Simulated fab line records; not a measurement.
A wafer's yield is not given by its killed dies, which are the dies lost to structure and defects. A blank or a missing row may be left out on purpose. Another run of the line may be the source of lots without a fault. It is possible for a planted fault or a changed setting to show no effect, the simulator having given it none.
Matching of chambers ; flow n5-finfet ; rie-diel-06 running N5_BEOL_M8_STRIP_36: 4 sister chambers
The step strips in N2/H2. 4 wafers are shown with their chamber, then 7 later ones without.

== WAFERS WITH THEIR CHAMBER ==
wafer;chamber;throttle-valve-pct (%)
L088.1;2;23.6
L088.5;1;23.5
L091.2;0;24.3
L093.4;3;23.9

== WAFERS WHOSE CHAMBER IS MISSING ==
wafer;throttle-valve-pct (%)
L093.5;23.6
L096.2;23.2
L096.4;23.2
L096.5;23.9
L097.1;23.7
L097.3;23.9
L097.5;23.6

== WHICH CHAMBER EACH WENT THROUGH ==
wafer;from the rows above;in truth
L093.5;can't be placed: 2 or 1 or 3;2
L096.2;can't be placed: 1 or 2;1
L096.4;can't be placed: 1 or 2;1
L096.5;can't be placed: 3 or 2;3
L097.1;can't be placed: 2 or 1 or 3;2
L097.3;can't be placed: 3 or 2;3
L097.5;can't be placed: 2 or 1 or 3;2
Correct placement for 0 of the 7. Not placeable from these rows: 7 (in 7, the candidates include the true chamber). Number placed wrongly: 0.
How it was worked out, from the rows above alone: a wafer's distance from a chamber is the root of the sum, over the readings, of the square of ((its reading less the chamber's mean) divided by the reading's scatter). The wafer belongs to the nearest chamber; if the next one is less than 2 further off, it can't be placed. For every chamber, the mean is computed from those of its wafers that are shown. The scatter (one wafer shown for each chamber): square how far every hidden wafer sits from the nearest shown wafer, average those squares and take the square root.
